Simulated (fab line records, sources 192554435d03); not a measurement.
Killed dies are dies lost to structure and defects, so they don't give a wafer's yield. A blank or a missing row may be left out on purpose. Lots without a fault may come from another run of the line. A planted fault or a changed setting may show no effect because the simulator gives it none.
fab line records | flow n5_finfet
record lots=8 wafers=24 last_day=18
route steps=1938 shown SD_EPI_N@275 BEOL_M4@1111 PASSIVATION@1936
lots that met no fault: from a run of the same line without faults
start_h: hours from the record's first day to the start of the lot's first wafer shown | wait_h: hours since the lot's step before | " the same as in the row above | L1.1+2: a row that stands for several wafers | - no value, or no start given | * or withheld: withheld | < > ~ a bound
route shown NAME@n: a module of which the file shows steps, and the number in the route of the first | usual: mean/standard deviation of fault-free wafers | same: alike in all rows | chamber/n: place in a boat | sites: the reading at each site | _std_site: their standard deviation | _edge_site: outer sites' mean less inner sites' | radius_mm: how far each site lies from the wafer's centre | mask NAME#n: copy n | behind: the tool/chamber that last shaped the wafer | hold: why the lot was held/for how many hours/how that ended | device: the transistor (n, p or np) that didn't switch | end of line: the same wafers' tests at the end of the route | a step without rows: its recipe alone | killed: dies lost to structure and defects at the first sort, not the wafer's yield | map: a wafer's dies, x killed, . not, _ none there
set.NAME: the setting as run; set.NAME@STEP: as run at that earlier step | model.NAME: the simulator's own value behind a step, which no gauge read
steps of the route over a sample of lots; a table a step, a row a wafer
services: from which hour (start_h, from the record's first day; less than 0 if before it) a tool's chamber was out of use, for how many hours, and why
## steps
# step N5_SD_EPI_N_ETCH_35
# recipe chemistry=N2/H2 target=SOC overetch_a=1080 mask_material=SiARC temp_c=40 ion_energy_ev=100 source_w=3000 bias_w=133 pressure_mtorr=20 time_s=486 n2_flow_sccm=200 h2_flow_sccm=200
# usual bias_w=133.0/0.39 drypump_motor_current_A=5.6/0.39 oes_product_au=0.68/0.065 rf_vpp_V=240.5/1.1 showerhead_plenum_p_Torr=2.51/0.07 throttle_valve_pct=24.07/0.26
# columns lot.wafer tool chamber start_h wait_h bias_w drypump_motor_current_A oes_product_au rf_hours_counter_h rf_vpp_V showerhead_plenum_p_Torr throttle_valve_pct
L569.1 rie_diel-06 3 51.97 0.0 133.0 4.9 0.65 195 241.0 2.52 24.45
L569.2 " 0 " " 132.8 5.7 0.65 212 239.0 2.51 23.99
L569.5 " 1 " " 132.9 5.8 0.73 - 239.7 2.45 23.88
L571.2 rie_diel-03 0 61.57 0.0 132.9 5.7 0.70 124 241.0 2.45 24.17
L571.3 " 2 " " 132.7 5.8 0.62 241 240.1 2.40 24.23
L571.5 " 3 " " 132.3 5.3 0.66 - 240.9 2.53 23.66
L572.1 rie_diel-03 1 67.03 0.0 133.3 5.5 0.64 196 240.5 2.51 24.27
L572.4 " 2 " " 133.4 5.8 0.62 242 238.0 2.40 24.23
L572.5 " 2 " " 133.5 5.8 0.62 - 239.3 2.40 24.25
L576.4 rie_diel-06 1 92.32 0.2 132.7 5.8 0.71 - 240.5 2.45 23.89
L576.5 " 3 " " 133.0 4.9 0.64 - 240.3 2.51 24.47
L576.6 " 2 " " 133.3 5.6 0.75 - 240.9 2.58 23.88
L584.1 rie_diel-03 2 143.80 0.0 132.2 5.8 0.85 13 241.8 2.71 23.81
L584.3 " 0 " " 133.4 5.7 0.67 154 240.0 2.44 24.19
L584.4 " 3 " " 133.2 5.3 0.64 196 240.5 2.52 23.70
L586.2 rie_diel-06 1 153.79 0.0 133.2 5.8 0.69 131 239.2 2.44 23.91
L586.4 " 3 " " 132.6 4.9 0.63 230 239.7 2.50 24.51
L586.5 " 0 " " 133.0 5.7 0.64 - 241.9 2.50 24.02
L588.1 rie_diel-06 2 162.47 0.0 133.0 5.5 0.73 89 241.5 2.57 23.92
L588.4 " 3 " " 132.1 4.9 0.63 233 240.5 2.50 24.50
L588.5 " 0 " " 132.2 5.7 0.63 - 240.6 2.50 24.03
L589.1 rie_diel-06 0 170.91 0.0 132.9 5.7 0.63 244 240.8 2.50 24.03
L589.2 " 3 " " 132.8 4.9 0.63 237 240.7 2.50 24.51
L589.4 " 2 " " 133.0 5.6 0.72 92 241.1 2.57 23.92
# step N5_SD_EPI_N_ETCHBACK_44
# recipe chemistry=CH3F/O2 mode=anisotropic_etchback target=SiNx target_depth_a=145 stop_on=SiO2 over_etch_frac=0.3 ion_energy_ev=120 pressure_mtorr=30 source_w=395 bias_w=73 Ar_flow_sccm=150 CH3F_flow_sccm=30 O2_flow_sccm=20
# usual CH3F_flow_sccm=29.99/0.087 bias_w=72.96/0.19 drypump_motor_current_A=5.6/0.39 mfc_ar_sccm=150.0/0.45 oes_product_au=0.65/0.061 over_etch_frac=0.3/0 rf_vpp_V=296.0/3 showerhead_plenum_p_Torr=1.98/0.054 throttle_valve_pct=16.50/0.27
# columns lot.wafer tool chamber start_h wait_h CH3F_flow_sccm bias_w drypump_motor_current_A mfc_ar_sccm oes_product_au over_etch_frac rf_hours_counter_h rf_vpp_V showerhead_plenum_p_Torr throttle_valve_pct
L569.1 rie_diel-06 3 52.29 0.0 30.03 72.93 4.9 149.9 0.62 0.3 195 299.4 1.99 16.85
L569.2 " 0 " " 30.01 72.97 5.7 150.5 0.62 0.3 212 298.8 1.98 16.63
L569.5 " 1 " " 29.93 72.93 5.8 150.4 0.70 0.3 - 294.4 1.94 16.46
L571.2 rie_diel-03 0 61.89 0.0 29.88 72.68 5.7 150.0 0.67 0.3 124 290.4 1.92 16.49
L571.3 " 2 " " 30.01 73.43 5.8 150.0 0.60 0.3 241 293.5 1.89 16.60
L571.5 " 3 " " 29.93 72.80 5.3 149.5 0.63 0.3 - 296.3 1.99 16.23
L572.1 rie_diel-03 1 67.36 0.0 29.99 72.69 5.5 149.4 0.62 0.3 196 297.2 1.98 16.70
L572.4 " 2 " " 30.05 72.84 5.8 150.1 0.59 0.3 242 291.5 1.89 16.62
L572.5 " 2 " " 30.05 72.60 5.8 150.0 0.59 0.3 - 291.8 1.89 16.64
L576.4 rie_diel-06 1 92.53 0.1 30.00 72.90 5.8 149.1 0.68 0.3 - 293.8 1.93 16.48
L576.5 " 3 " " 30.08 73.15 4.9 149.6 0.62 0.3 - 300.6 1.98 16.86
L576.6 " 2 " " 30.04 72.63 5.5 150.5 0.72 0.3 - 296.1 2.02 16.08
L584.1 rie_diel-03 2 144.13 0.0 29.99 73.03 5.8 151.2 0.80 0.3 13 296.2 2.13 16.16
L584.3 " 0 " " 29.94 73.07 5.7 149.8 0.64 0.3 155 290.0 1.91 16.55
L584.4 " 3 " " 30.00 73.05 5.3 150.4 0.58 0.48828 196 295.9 1.98 16.28
L586.2 rie_diel-06 1 154.12 0.0 30.17 72.57 5.9 149.8 0.66 0.3 131 295.8 1.93 16.51
L586.4 " 3 " " 29.99 72.91 4.9 149.9 0.60 0.3 230 300.2 1.98 16.90
L586.5 " 0 " " 30.03 72.94 5.7 150.4 0.61 0.3 - 298.2 1.97 16.67
L588.1 rie_diel-06 2 162.80 0.0 29.92 73.14 5.5 149.4 0.69 0.3 89 294.9 2.02 16.13
L588.4 " 3 " " 30.01 73.35 4.9 149.2 0.60 0.3 234 301.3 1.98 16.92
L588.5 " 0 " " 29.99 72.73 5.7 150.4 0.60 0.3 - 297.7 1.97 16.67
L589.1 rie_diel-06 0 171.23 0.0 29.94 73.17 5.7 149.2 0.60 0.3 244 297.7 1.97 16.67
L589.2 " 3 " " 30.18 72.91 4.9 150.0 0.60 0.3 237 299.4 1.98 16.93
L589.4 " 2 " " 29.88 73.26 5.5 150.5 0.70 0.3 92 295.1 2.01 16.13
# step N5_SD_EPI_N_ETCH_45
# recipe chemistry=CH3F/O2 target=SiOCN target_depth_a=60 mask_material=SOC ion_energy_ev=60 bias_w=29 pressure_mtorr=15 source_w=410 Ar_flow_sccm=150 CH3F_flow_sccm=30 O2_flow_sccm=20
# usual CH3F_flow_sccm=30.01/0.082 bias_w=29.00/0.094 drypump_motor_current_A=5.6/0.39 mfc_ar_sccm=149.9/0.46 oes_product_au=0.76/0.074 rf_vpp_V=127.3/1 showerhead_plenum_p_Torr=1.97/0.055 throttle_valve_pct=23.47/0.28
# columns lot.wafer tool chamber start_h wait_h CH3F_flow_sccm bias_w drypump_motor_current_A mfc_ar_sccm oes_product_au rf_hours_counter_h rf_vpp_V showerhead_plenum_p_Torr throttle_valve_pct
L569.1 rie_diel-06 3 52.39 0.1 29.93 29.02 4.9 150.1 0.72 195 127.6 1.98 23.88
L569.2 " 0 " " 30.04 29.00 5.7 149.8 0.73 212 127.9 1.98 23.56
L569.5 " 1 " " 30.01 28.99 5.8 149.5 0.81 - 127.8 1.93 23.47
L571.2 rie_diel-03 0 61.99 0.1 30.09 28.97 5.7 149.4 0.77 124 125.7 1.92 23.44
L571.3 " 2 " " 30.07 29.13 5.8 149.8 0.69 241 126.4 1.88 23.57
L571.5 " 3 " " 30.08 28.85 5.3 149.7 0.74 - 128.0 1.98 23.12
L572.1 rie_diel-03 1 67.46 0.1 29.94 29.07 5.5 150.3 0.73 196 128.3 1.97 23.66
L572.4 " 2 " " 29.90 29.10 5.8 149.5 0.69 242 126.8 1.88 23.58
L572.5 " 2 " " 30.01 29.06 5.8 149.2 0.68 - 125.5 1.88 23.60
L576.4 rie_diel-06 1 92.63 0.1 29.97 28.99 5.8 149.6 0.80 - 128.1 1.93 23.49
L576.5 " 3 " " 30.11 28.97 4.9 150.4 0.71 - 127.5 1.98 23.89
L576.6 " 2 " " 29.92 29.07 5.6 150.2 0.84 - 125.7 2.02 23.06
L584.1 rie_diel-03 2 144.23 0.1 30.08 29.27 5.8 149.3 0.94 13 128.3 2.13 23.15
L584.3 " 0 " " 29.97 29.04 5.7 150.0 0.75 155 125.5 1.91 23.48
L584.4 " 3 " " 29.92 29.11 5.3 149.7 0.71 196 126.9 1.97 23.18
L586.2 rie_diel-06 1 154.22 0.1 29.99 29.03 5.8 150.5 0.77 131 126.6 1.92 23.51
L586.4 " 3 " " 30.03 28.98 4.9 149.7 0.70 230 129.2 1.97 23.92
L586.5 " 0 " " 29.92 29.09 5.7 150.0 0.71 - 129.3 1.97 23.59
L588.1 rie_diel-06 2 162.90 0.1 30.10 28.85 5.6 150.4 0.81 89 126.9 2.01 23.08
L588.4 " 3 " " 30.03 28.91 4.9 150.2 0.70 234 127.1 1.97 23.94
L588.5 " 0 " " 30.04 29.11 5.7 150.0 0.70 - 127.3 1.97 23.59
L589.1 rie_diel-06 0 171.33 0.1 30.14 28.97 5.7 149.6 0.71 244 127.4 1.97 23.60
L589.2 " 3 " " 29.97 29.08 4.9 149.7 0.70 237 126.9 1.97 23.94
L589.4 " 2 " " 30.01 28.91 5.5 149.6 0.81 92 128.1 2.01 23.10
# step N5_SD_EPI_N_SD_RECESS_17
# recipe chemistry=HBr/Cl2/O2 target_depth_a=410 mask_material=SOC time_s=23.7 bt_time_s=3 pressure_mtorr=10 icp_w=800 bias_w=112 HBr_flow_sccm=150 Cl2_flow_sccm=80 O2_flow_sccm=12
# usual HBr_flow_sccm=150.1/0.45 bias_w=111.9/0.33 drypump_motor_current_A=5.7/0.48 he_backside_leak_sccm=2.7/0.3 oes_product_au=1.007/0.018 throttle_valve_pct=37.06/0.25
# columns lot.wafer tool chamber start_h wait_h HBr_flow_sccm bias_w drypump_motor_current_A he_backside_leak_sccm oes_product_au rf_hours_counter_h throttle_valve_pct
L569.1 rie_si-06 2 52.56 0.0 149.8 111.9 6.3 2.9 0.989 4 36.94
L569.2 " 1 " " 149.7 111.8 5.7 2.8 0.987 15 36.90
L569.5 " 3 " " 150.1 111.8 5.1 2.6 0.988 - 37.25
L571.2 rie_si-05 2 62.16 0.0 149.8 111.6 5.8 2.8 0.991 145 37.33
L571.3 " 1 " " 150.6 111.8 6.1 2.7 0.982 63 37.53
L571.5 " 2 " " 149.7 111.8 5.8 2.8 0.994 - 37.32
L572.1 rie_si-06 2 67.63 0.0 149.7 111.4 6.3 3.1 0.992 4 36.93
L572.4 " 1 " " 150.0 111.8 5.7 2.8 0.983 16 36.91
L572.5 " 2 " " 150.6 112.1 6.3 3.1 0.995 - 36.93
L576.4 rie_si-06 3 92.79 0.1 149.9 111.4 5.1 2.5 0.999 - 37.26
L576.5 " 1 " " 150.1 112.0 5.7 2.7 0.990 - 36.90
L576.6 " 2 " " 150.5 111.9 6.3 3.0 0.994 - 36.95
L584.1 rie_si-01 1 144.40 0.0 150.0 111.8 6.4 2.2 1.035 62 36.91
L584.3 " 2 " " 149.8 112.0 6.0 3.3 1.029 91 37.45
L584.4 " 3 " " 150.3 112.1 5.6 2.6 1.023 193 36.74
L586.2 rie_si-06 0 154.39 0.0 151.1 111.4 5.9 2.5 1.000 2 36.73
L586.4 " 2 " " 150.5 112.2 6.3 3.0 0.989 6 36.96
L586.5 " 3 " " 149.8 112.0 5.1 2.5 0.999 - 37.26
L588.1 rie_si-01 2 163.07 0.0 150.5 111.8 6.0 3.4 1.029 92 37.43
L588.4 " 0 " " 150.0 112.5 5.0 2.6 1.005 - 37.23
L588.5 " 2 " " 150.6 112.2 6.0 3.5 1.036 - 37.43
L589.1 rie_si-06 1 171.50 0.0 150.3 111.7 5.7 2.6 0.987 18 36.90
L589.2 " 3 " " 150.0 111.7 5.1 2.5 0.994 63 37.26
L589.4 " 1 " " 150.8 112.1 5.7 2.6 0.987 - 36.91
# step N5_BEOL_M4_RC_MEAS_101
# usual DIBL_N=35.9/1.2 DIBL_P=35.9/1.4 IOFF_N=0.149/0.02 IOFF_P=0.205/0.022 ION_N=671/8.8 ION_P=461/5.9 SS_N=71.4/0.51 SS_P=73.2/0.56 VT_N=250.6/2.5 VT_P=-250.1/2.3
# columns lot.wafer tool chamber start_h wait_h DIBL_N[mV/V] DIBL_P[mV/V] IOFF_N[nA/um] IOFF_P[nA/um] ION_N[uA/um] ION_P[uA/um] SS_N[mV/dec] SS_P[mV/dec] VT_N[mV] VT_P[mV]
L569.1 prober-02 0 204.64 0.0 36.5 36.9 0.162 0.193 686 462 72.0 73.3 248.0 -252.3
L569.2 " 0 " " 38.0 38.1 0.178 0.207 679 459 71.9 73.8 248.6 -251.2
L569.5 " 0 " " 37.0 37.4 0.166 0.195 680 453 71.1 73.3 246.5 -253.0
L571.2 prober-01 0 214.70 0.2 35.4 34.4 0.140 0.211 667 460 71.2 73.0 250.7 -247.5
L571.3 " 0 " " 33.3 32.3 0.110 0.177 657 453 70.9 72.9 254.6 -249.7
L571.5 " 0 " " 34.8 34.4 0.138 0.211 667 460 70.9 72.8 249.5 -247.5
L572.1 prober-02 0 241.54 0.0 37.0 37.7 0.184 0.238 672 458 71.2 73.6 248.2 -247.7
L572.4 " 0 " " 35.5 36.1 0.155 0.216 674 463 70.7 73.3 249.1 -250.2
L572.5 " 0 " " 38.0 38.8 0.207 0.269 686 467 72.1 73.7 248.1 -247.6
L576.4 prober-01 0 253.24 0.5 37.7 37.6 0.175 0.237 677 463 71.7 73.6 248.1 -246.1
L576.5 " 0 " " 35.8 34.8 0.132 0.182 656 456 70.9 72.5 253.0 -252.9
L576.6 " 0 " " 34.8 33.9 0.124 0.183 663 462 71.2 72.8 251.9 -248.7
L584.1 prober-01 0 287.94 0.0 37.0 36.8 0.170 0.199 677 458 72.5 72.5 248.1 -249.3
L584.3 " 0 " " 36.0 36.0 0.155 0.202 671 464 71.8 73.2 248.7 -251.8
L584.4 " 0 " " 34.5 34.7 0.135 0.176 681 464 70.9 72.4 249.8 -251.6
L586.2 prober-01 0 297.68 0.2 36.2 37.5 0.150 0.202 672 464 71.1 73.4 249.7 -249.9
L586.4 " 0 " " 36.0 37.1 0.156 0.198 672 458 70.9 73.2 249.8 -249.9
L586.5 " 0 " " 36.6 38.0 0.162 0.208 674 465 71.8 73.9 247.4 -251.6
L588.1 prober-01 0 302.96 0.0 36.7 37.7 0.181 0.239 684 470 72.0 73.6 248.6 -250.1
L588.4 " 0 " " 34.8 36.1 0.152 0.213 665 465 71.1 72.9 250.1 -251.6
L588.5 " 0 " " 33.6 34.2 0.127 0.178 669 454 71.3 72.1 250.2 -253.0
L589.1 prober-02 0 330.64 0.0 37.6 38.1 0.177 0.246 681 469 72.0 74.1 250.7 -247.8
L589.2 " 0 " " 36.4 35.8 0.153 0.205 682 470 71.1 73.5 251.7 -250.6
L589.4 " 0 " " 37.9 37.0 0.177 0.225 677 460 71.4 74.0 248.0 -248.2
# step N5_PASSIVATION_PROBE_49
# usual defect_limited_yield=91.1/1.4 killed_at_M0_to_M3=34/10 killed_at_M4_up=14/5.5 killed_at_contacts=12/5.1 killed_at_front_end=41/12 killed_at_other=4/3.1 killed_dies=105/17 killed_open=70/13 killed_short=33/7.6 sort_bin_5_function=5.3/0.98 sort_bin_6_memory=3.3/0.67 sort_n_pass=1075/17 sort_yield_pct=91.1/1.4
# same gross_dies=1180 killed_at_back_side=0 sort_bin_4_leakage[%]=0 sort_bin_8_speed[%]=0
# columns lot.wafer tool chamber start_h wait_h defect_limited_yield[%] killed_at_M0_to_M3 killed_at_M4_up killed_at_contacts killed_at_front_end killed_at_other killed_dies killed_open killed_short sort_bin_5_function[%] sort_bin_6_memory[%] sort_n_pass sort_yield_pct[%]
L569.1 prober-01 - 325.31 0.0 88.7 46 16 12 57 2 133 82 49 6.5 4.4 1047 88.7
L569.2 prober-01 - 325.36 0.1 89.8 48 6 16 50 0 120 78 39 6.3 3.6 1060 89.8
L569.5 prober-01 - 325.51 0.2 89.9 55 8 10 42 4 119 69 50 5.5 4.0 1061 89.9
L572.1 prober-02 - 341.24 0.0 88.6 30 11 10 79 5 135 93 41 6.9 4.2 1045 88.6
L572.4 prober-02 - 341.39 0.2 91.4 36 8 11 42 4 101 66 35 4.3 3.9 1079 91.4
L572.5 prober-02 - 341.44 0.2 90.1 33 15 13 54 2 117 82 32 5.5 4.1 1063 90.1
L576.4 prober-01 - 353.10 0.2 90.4 28 32 11 41 1 113 82 31 5.8 3.5 1067 90.4
L576.5 prober-01 - 353.15 0.2 90.8 28 17 11 46 6 108 76 32 5.4 3.6 1072 90.8
L576.6 prober-01 - 353.20 0.3 90.3 29 22 13 48 2 114 84 30 6.4 3.1 1066 90.3
# killed by level:class
L569.1 BEOL_M0_SAQP:geometric_particle:short=15 STI_FIN_REVEAL:geometric_particle:open=14 FIN_SAQP:geometric_particle:open=13 MOL_CONTACT_COAG:geometric_particle:open=10 FIN_SAQP:geometric_particle:short=8 BEOL_M2:geometric_particle:open=8 STI_FIN_REVEAL:geometric_particle:short=8 BEOL_M4:geometric_particle:open=8
L569.2 STI_FIN_REVEAL:geometric_particle:open=14 BEOL_M1:geometric_particle:open=14 MOL_CONTACT_COAG:geometric_particle:open=11 BEOL_M0:geometric_particle:open=10 BEOL_M0_SAQP:geometric_particle:short=9 GATE_CUT:geometric_particle:short=7 FIN_SAQP:geometric_particle:open=6 BEOL_M0_SAQP:geometric_particle:open=5
L569.5 BEOL_M0_SAQP:geometric_particle:short=16 FIN_SAQP:geometric_particle:short=14 BEOL_M3:geometric_particle:open=10 BEOL_M1:geometric_particle:open=9 STI_FIN_REVEAL:geometric_particle:open=8 MOL_CONTACT_COAG:geometric_particle:open=8 BEOL_M0_SAQP:geometric_particle:open=7 FIN_SAQP:geometric_particle:open=5
L572.1 FIN_SAQP:geometric_particle:open=22 STI_FIN_REVEAL:geometric_particle:open=18 MOL_CONTACT_COAG:geometric_particle:open=9 BEOL_M0_SAQP:geometric_particle:open=8 FIN_SAQP:geometric_particle:short=7 SPACER0:geometric_particle:short=7 BEOL_M2:geometric_particle:open=7 GATE_CUT:geometric_particle:short=6
L572.4 DUMMY_GATE:geometric_particle:open=10 BEOL_M0_SAQP:geometric_particle:short=9 BEOL_M3:geometric_particle:open=9 MOL_CONTACT_COAG:geometric_particle:open=8 BEOL_M2:geometric_particle:open=7 BEOL_M0_SAQP:geometric_particle:open=6 GATE_CUT:geometric_particle:short=5 FIN_SAQP:geometric_particle:open=4
L572.5 BEOL_M2:geometric_particle:open=14 MOL_CONTACT_COAG:geometric_particle:open=12 STI_FIN_REVEAL:geometric_particle:open=10 DUMMY_GATE:geometric_particle:open=10 FIN_SAQP:geometric_particle:open=9 FIN_SAQP:geometric_particle:short=7 BEOL_M0_SAQP:geometric_particle:short=5 BEOL_M4:geometric_particle:short=5
L576.4 STI_FIN_REVEAL:geometric_particle:open=18 BEOL_M4:geometric_particle:open=18 BEOL_M2:geometric_particle:open=11 MOL_CONTACT_COAG:geometric_particle:open=9 BEOL_M4:geometric_particle:short=7 BEOL_M3:geometric_particle:open=6 STI_FIN_REVEAL:geometric_particle:short=4 GATE_CUT:geometric_particle:open=4
L576.5 FIN_SAQP:geometric_particle:open=10 STI_FIN_REVEAL:geometric_particle:open=10 MOL_CONTACT_COAG:geometric_particle:open=10 BEOL_M4:geometric_particle:open=10 DUMMY_GATE:geometric_particle:open=7 FIN_SAQP:geometric_particle:short=6 BEOL_M0_SAQP:geometric_particle:short=5 BEOL_M1:geometric_particle:open=5
L576.6 STI_FIN_REVEAL:geometric_particle:open=15 BEOL_M4:geometric_particle:open=10 MOL_CONTACT_COAG:geometric_particle:open=10 BEOL_M2:geometric_particle:open=9 FIN_SAQP:geometric_particle:open=6 FIN_SAQP:geometric_particle:short=5 BEOL_M0_SAQP:geometric_particle:open=5 BEOL_M1:geometric_particle:open=5
## services
# columns tool chamber start_h hours kind
rie_diel-06 1 33.60 8.0 repair
rie_si-01 2 40.19 13.8 repair
rie_si-01 1 45.31 7.2 repair
rie_si-05 - 51.35 4.3 pm
rie_diel-06 0 64.39 4.9 repair
rie_diel-03 2 92.45 - clean
rie_diel-03 2 92.45 - consumable_replace:focus_ring
rie_diel-03 2 92.45 - consumable_replace:showerhead
rie_diel-03 2 92.45 16.9 scheduled_down
rie_diel-03 2 92.45 16.9 vent_cycle
rie_si-06 0 92.63 3.5 repair
rie_si-01 0 95.30 1.6 repair
rie_si-06 3 101.87 7.9 repair
rie_si-01 - 108.08 2.8 pm
rie_si-01 3 160.16 - clean
rie_si-01 3 160.16 15.9 scheduled_down
rie_si-01 3 160.16 15.9 vent_cycle
rie_diel-03 2 170.07 2.4 repair
rie_si-06 2 171.41 6.8 repair
## key
first_sign step=N5_SD_EPI_N_ETCHBACK_44 reading=over_etch_frac direction=up sigmas=99+ usual=0.3 struck=0.48828
effect none on later readings
met_at N5_SD_EPI_N_ETCHBACK_44
struck_lots L584
struck_wafers L584.4
not_acting_at N5_SD_EPI_N_ETCH_35,N5_SD_EPI_N_ETCH_45,N5_SD_EPI_N_SD_RECESS_17
onset_between 61.89 144.13
fault kind=process_parameter_drift tool=rie_diel-03 chamber=3 onset_h=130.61 steps=N5_SD_EPI_N_ETCHBACK_44 channel=over_etch_frac offset=0.18828 shape=step end_h=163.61 acts_in=these_recipes_only stated=0.3
